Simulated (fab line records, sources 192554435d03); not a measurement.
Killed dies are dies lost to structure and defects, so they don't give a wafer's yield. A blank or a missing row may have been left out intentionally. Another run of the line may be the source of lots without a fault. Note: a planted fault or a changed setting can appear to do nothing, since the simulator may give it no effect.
Matching of chambers -- flow n5_finfet -- ald_sin-01 running N5_SPACER0_ALD_08: 4 sister chambers
The step deposits SiNx, target thk 2 nm. 24 wafers are shown with their chamber, then 12 later ones without.

## WAFERS WITH THEIR CHAMBER
wafer,chamber,heater_power_outer_w (W),heater_power_w (W),susceptor_temp_C (C)
L074.3,2,421,717,399.90
L074.4,0,444,758,399.93
L074.5,0,449,761,399.98
L077.1,2,417,690,399.85
L077.4,2,420,715,399.57
L077.5,3,453,788,400.05
L078.2,3,466,800,399.80
L078.5,2,435,728,400.21
L078.6,1,536,847,400.22
L079.1,0,455,775,400.29
L079.2,3,457,809,400.00
L079.3,2,427,713,400.44
L080.2,1,526,847,400.22
L080.5,3,451,814,400.10
L080.6,0,443,771,400.14
L083.1,3,445,797,399.90
L083.3,1,534,837,399.80
L083.4,2,417,697,399.89
L085.3,3,455,813,400.39
L085.5,3,459,798,400.29
L085.6,0,447,773,399.32
L086.4,1,545,869,400.18
L086.5,3,455,803,399.97
L086.6,2,433,721,400.16

SIGNATURES (means of the wafers above)
reading,chamber 0,chamber 1,chamber 2,chamber 3,scatter within a chamber
heater_power_outer_w,447.60,535.25,424.29,455.12,6.59
heater_power_w,767.60,850.00,711.57,802.75,11
susceptor_temp_C,399.9320,400.1050,400.0029,400.0625,0.268
Rule: for each reading, subtract the chamber's mean from the wafer's reading, divide by that reading's scatter and square the result; add these up over the readings and take the root, which gives the wafer's distance from the chamber. If the next closest chamber is less than 2 further off than the closest, the wafer can't be placed; otherwise it belongs to the closest. How the scatter is found: for the shown wafers, subtract from each reading the mean of its chamber, square and add these, divide the total by (wafers less chambers), then take the root.

## WAFERS MISSING THEIR CHAMBER
wafer,heater_power_outer_w (W),heater_power_w (W),susceptor_temp_C (C)
L092.3,469,784,400.44
L092.4,422,718,399.99
L092.5,428,694,400.01
L095.1,465,803,400.32
L095.3,423,715,399.94
L095.4,455,738,399.77
L096.2,526,871,400.19
L096.3,465,806,399.84
L096.6,448,764,399.91
L097.3,454,755,399.73
L097.5,429,736,400.28
L097.6,555,850,400.37

## WHICH CHAMBER EACH ONE RAN IN
wafer,from the rows above,in truth
L092.3,can't be placed: 3 or 0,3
L092.4,2,2
L092.5,2,2
L095.1,3,3
L095.3,2,2
L095.4,0,0
L096.2,1,1
L096.3,3,3
L096.6,0,0
L097.3,0,0
L097.5,can't be placed: 2 or 0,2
L097.6,1,1
Placed correctly: 10 of 12. These rows do not allow placing 2 (true chamber among the candidates in 2). Placed wrongly: 0.
